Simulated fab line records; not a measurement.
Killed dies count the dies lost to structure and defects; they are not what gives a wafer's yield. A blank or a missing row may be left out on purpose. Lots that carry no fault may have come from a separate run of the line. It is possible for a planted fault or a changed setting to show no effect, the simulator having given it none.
fab line records    flow nand-harc    part 2 of 2: steps 31 to 42 of 42
[record] lots = 5  wafers = 15  last-day = 34
route steps=1302 shown P_GATE@191 P_CONTACT@217
lots that met no fault: taken from a fault-free run of the same line
start-h: hours from the record's opening day to when the first of the lot's shown wafers began    wait-h: time in hours since the lot's previous step    " same as the row above    L1.1+2: a single row standing in for several wafers    - no value present, or no start provided    * or withheld: withheld    < > ~ a bound
route shown NAME@n: NAME is a module with steps in the file, n the number in the route of the first one    usual: mean and standard deviation over wafers with no fault    same: alike in all rows    chamber/n: place in a boat    sites: readings site by site    _std_site: their standard deviation    _edge_site: inner sites' mean taken away from outer sites' mean    radius-mm: for every site, how far away it sits from the centre of the wafer    mask NAME#n: copy n    behind: the most recent tool/chamber to have shaped the wafer    hold: the reason the lot was held/the length of the hold in hours/how it ended    device: whichever transistor did not switch (one of n, p or np)    end of line: the tests these same wafers got at the end of their route    for a step that has no rows: nothing shown but its recipe    killed: the dies lost at the first sort to structure and to defects; this is not the yield of the wafer    map: shows each die of a wafer: x if killed, . if not, _ if none is there
set.NAME: setting as actually run; set.NAME@STEP: the setting as run at that earlier step    model.NAME: the simulator's own value behind a step, which no gauge read
lots at selected steps of the route; one table per step, one row per wafer
services: a tool's chamber out of use, with start hour (start-h, from the record's first day; less than 0 if before it), hours out, and reason
[[steps]]
[step NHARC_P_CONTACT_DEHYDRATE_04]
[recipe] temp-c = 150  time-s = 120
[usual] heater-power-total-W = 182.6/1.2
lot.wafer  tool            chamber  start-h  wait-h  heater-power-total-W
L076.1     litho-track-01  0        144.03   0.1     182.9
L076.4     "               0        "        "       183.6
L076.6     "               0        "        "       181.9
L080.2     litho-track-04  0        177.00   0.1     181.0
L080.4     "               0        "        "       181.6
L080.5     "               0        "        "       181.9
L083.2     litho-track-01  0        206.05   0.1     181.9
L083.5     "               0        "        "       184.5
L083.6     "               0        "        "       181.8
L094.1     litho-track-01  0        312.70   0.1     182.7
L094.3     "               0        "        "       183.7
L094.5     "               0        "        "       183.3
L097.1     litho-track-01  0        350.01   0.1     182.1
L097.3     "               0        "        "       183.3
L097.5     "               0        "        "       181.3
[step NHARC_P_CONTACT_HMDS_05]
[recipe] time-s = 30
lot.wafer   tool            chamber  start-h  wait-h
L076.1+4+6  litho-track-01  0        -        -
L080.2+4+5  litho-track-04  0        -        -
L083.2+5+6  litho-track-01  0        -        -
L094.1+3+5  litho-track-01  0        -        -
L097.1+3+5  litho-track-01  0        -        -
[step NHARC_P_CONTACT_COAT_33]
[recipe] temp-c = 260  time-s = 75
[usual] heater-power-total-W = 486.8/1.6
lot.wafer  tool            chamber  start-h  wait-h  heater-power-total-W
L076.1     litho-track-01  0        -        -       486.0
L076.4     "               0        "        "       489.4
L076.6     "               0        "        "       485.0
L080.2     litho-track-04  0        -        -       487.7
L080.4     "               0        "        "       484.7
L080.5     "               0        "        "       485.5
L083.2     litho-track-01  0        -        -       484.6
L083.5     "               0        "        "       488.8
L083.6     "               0        "        "       485.5
L094.1     litho-track-01  0        -        -       488.2
L094.3     "               0        "        "       487.7
L094.5     "               0        "        "       484.9
L097.1     litho-track-01  0        -        -       487.9
L097.3     "               0        "        "       487.4
L097.5     "               0        "        "       485.0
[step NHARC_P_CONTACT_COAT_34]
[recipe] temp-c = 225  time-s = 65
[usual] heater-power-total-W = 447.1/2
lot.wafer  tool            chamber  start-h  wait-h  heater-power-total-W
L076.1     litho-track-01  0        -        -       449.6
L076.4     "               0        "        "       444.7
L076.6     "               0        "        "       447.6
L080.2     litho-track-04  0        -        -       447.3
L080.4     "               0        "        "       449.6
L080.5     "               0        "        "       449.9
L083.2     litho-track-01  0        -        -       449.6
L083.5     "               0        "        "       449.6
L083.6     "               0        "        "       449.2
L094.1     litho-track-01  0        -        -       444.2
L094.3     "               0        "        "       448.0
L094.5     "               0        "        "       445.2
L097.1     litho-track-01  0        -        -       449.5
L097.3     "               0        "        "       448.5
L097.5     "               0        "        "       447.2
[step NHARC_P_CONTACT_COAT_06]
[recipe] spin-rpm = 1500  resist-thk-nm = 90
lot.wafer   tool            chamber  start-h  wait-h
L076.1+4+6  litho-track-01  0        -        -
L080.2+4+5  litho-track-04  0        -        -
L083.2+5+6  litho-track-01  0        -        -
L094.1+3+5  litho-track-01  0        -        -
L097.1+3+5  litho-track-01  0        -        -
[step NHARC_P_CONTACT_SOFTBAKE_07]
[recipe] temp-c = 105  time-s = 55
[usual] heater-power-total-W = 188.45/0.13
lot.wafer  tool            chamber  start-h  wait-h  heater-power-total-W
L076.1     litho-track-01  0        -        -       188.33
L076.4     "               0        "        "       188.35
L076.6     "               0        "        "       188.58
L080.2     litho-track-04  0        -        -       188.42
L080.4     "               0        "        "       188.51
L080.5     "               0        "        "       188.43
L083.2     litho-track-01  0        -        -       188.33
L083.5     "               0        "        "       188.36
L083.6     "               0        "        "       188.44
L094.1     litho-track-01  0        -        -       188.41
L094.3     "               0        "        "       188.72
L094.5     "               0        "        "       188.30
L097.1     litho-track-01  0        -        -       188.38
L097.3     "               0        "        "       188.50
L097.5     "               0        "        "       188.42
[step NHARC_P_CONTACT_EBR_08]
lot.wafer   tool            chamber  start-h  wait-h
L076.1+4+6  litho-track-01  0        -        -
L080.2+4+5  litho-track-04  0        -        -
L083.2+5+6  litho-track-01  0        -        -
L094.1+3+5  litho-track-01  0        -        -
L097.1+3+5  litho-track-01  0        -        -
[step NHARC_P_CONTACT_EXPOSE_09]
[recipe] na = 1.35  target-cd-nm = 90  dose-mj = 81.26  mask-id = P_CA
[usual] exposure-dose-mJ-cm2 = 81.27/0.078
lot.wafer  tool             chamber  start-h  wait-h  mask    exposure-dose-mJ-cm2
L076.1     arfi-scanner-02  0        144.34   -       P_CA#0  81.16
L076.4     "                0        "        "       P_CA#0  81.19
L076.6     "                0        "        "       P_CA#0  81.29
L080.2     arfi-scanner-01  0        177.32   -       P_CA#0  81.32
L080.4     "                0        "        "       P_CA#0  81.26
L080.5     "                0        "        "       P_CA#0  81.29
L083.2     arfi-scanner-01  0        206.37   -       P_CA#0  81.31
L083.5     "                0        "        "       P_CA#0  81.25
L083.6     "                0        "        "       P_CA#0  81.40
L094.1     arfi-scanner-03  0        312.89   -       P_CA#0  81.34
L094.3     "                0        "        "       P_CA#0  81.40
L094.5     "                0        "        "       P_CA#0  81.37
L097.1     arfi-scanner-03  0        350.32   -       P_CA#0  81.42
L097.3     "                0        "        "       P_CA#0  81.39
L097.5     "                0        "        "       P_CA#0  81.36
[step NHARC_P_CONTACT_PEB_10]
[recipe] peb-temp-c = 100  peb-time-s = 65
[usual] heater-power-total-W = 156.5/0.42
lot.wafer  tool            chamber  start-h  wait-h  heater-power-total-W
L076.1     litho-track-04  0        144.40   0.1     157.0
L076.4     "               0        "        "       156.9
L076.6     "               0        "        "       156.7
L080.2     litho-track-06  0        177.39   0.1     156.8
L080.4     "               0        "        "       156.1
L080.5     "               0        "        "       156.3
L083.2     litho-track-01  0        206.42   0.1     156.3
L083.5     "               0        "        "       156.6
L083.6     "               0        "        "       155.9
L094.1     litho-track-04  0        312.95   0.1     156.5
L094.3     "               0        "        "       156.9
L094.5     "               0        "        "       156.0
L097.1     litho-track-04  0        350.38   0.1     157.1
L097.3     "               0        "        "       156.7
L097.5     "               0        "        "       155.9
[step NHARC_P_CONTACT_DEVELOP_11]
[recipe] develop-time-s = 35  dev-temp-c = 23
[usual] developer-temp-C = 23.00/0.082
lot.wafer  tool            chamber  start-h  wait-h  developer-temp-C
L076.1     litho-track-04  0        -        -       23.04
L076.4     "               0        "        "       23.10
L076.6     "               0        "        "       22.97
L080.2     litho-track-06  0        -        -       22.98
L080.4     "               0        "        "       22.95
L080.5     "               0        "        "       23.10
L083.2     litho-track-01  0        -        -       23.07
L083.5     "               0        "        "       22.93
L083.6     "               0        "        "       22.87
L094.1     litho-track-04  0        -        -       22.90
L094.3     "               0        "        "       22.87
L094.5     "               0        "        "       22.87
L097.1     litho-track-04  0        -        -       23.04
L097.3     "               0        "        "       23.03
L097.5     "               0        "        "       22.90
[step NHARC_P_CONTACT_CD_MEAS_12]
[recipe] target-cd-nm = 90  landing-energy-ev = 500
[usual] cd-nm = 89.3/0.75
lot.wafer  tool       chamber  start-h  wait-h  cd-nm
L076.1     cd-sem-03  0        144.48   -       90.0
L076.4     "          0        "        "       89.3
L076.6     "          0        "        "       88.9
L080.2     cd-sem-02  0        177.47   -       89.6
L080.4     "          0        "        "       90.5
L080.5     "          0        "        "       89.1
L083.2     cd-sem-02  0        206.50   -       89.7
L083.5     "          0        "        "       90.3
L083.6     "          0        "        "       89.6
L094.1     cd-sem-02  0        313.03   -       89.3
L094.3     "          0        "        "       88.6
L094.5     "          0        "        "       89.2
L097.1     cd-sem-01  0        350.46   -       89.6
L097.3     "          0        "        "       89.8
L097.5     "          0        "        "       89.6
[step NHARC_P_CONTACT_OVL_MEAS_13]
[usual] overlay-x-nm = 0.1/0.78  overlay-y-nm = -0.1/0.82
lot.wafer  tool        chamber  start-h  wait-h  overlay-x-nm  overlay-y-nm
L076.1     overlay-02  -        144.56   -       0.0           0.9
L076.4     "           -        "        "       0.3           0.9
L076.6     "           -        "        "       0.8           1.1
L080.2     overlay-01  -        177.55   -       -0.8          0.0
L080.4     "           -        "        "       -0.8          0.1
L080.5     "           -        "        "       -0.6          -0.3
L083.2     overlay-01  -        206.59   -       0.1           0.5
L083.5     "           -        "        "       -0.1          0.1
L083.6     "           -        "        "       0.1           0.0
L094.1     overlay-02  -        313.11   -       -0.7          -1.5
L094.3     "           -        "        "       -0.7          -1.9
L094.5     "           -        "        "       -0.2          -1.4
L097.1     overlay-02  -        350.55   -       -0.1          -0.8
L097.3     "           -        "        "       -0.4          -0.9
L097.5     "           -        "        "       -0.3          -1.0
[[services]]
tool             chamber  start-h  hours  kind
litho-track-05   -        124.00   7.0    pm
pecvd-02         1        128.65   13.9   repair
litho-track-01   -        155.00   7.0    pm
wet-bench-04     -        156.69   4.5    repair
rie-diel-08      0        157.91   15.1   repair
pecvd-03         2        158.87   13.3   repair
pvd-sputter-03   -        170.00   10.0   pm
pecvd-03         -        185.00   13.0   pm
rie-diel-08      -        190.80   9.0    pm
wet-bench-04     -        191.24   2.5    repair
wet-bench-06     -        193.60   8.0    pm
litho-track-04   -        203.00   7.0    pm
rie-diel-08      3        206.85   5.4    repair
litho-track-02   -        227.00   7.0    pm
wet-bench-04     -        227.20   8.0    pm
plasma-asher-02  -        249.13   9.0    pm
litho-track-07   -        251.00   7.0    pm
wet-bench-05     -        260.81   8.0    pm
plasma-asher-02  -        270.43   0.4    repair
litho-track-05   -        299.00   7.0    pm
rie-diel-08      2        299.18   7.5    repair
litho-track-01   -        330.00   7.0    pm
pvd-sputter-03   -        336.58   1.4    repair
pvd-sputter-03   -        348.00   10.0   pm
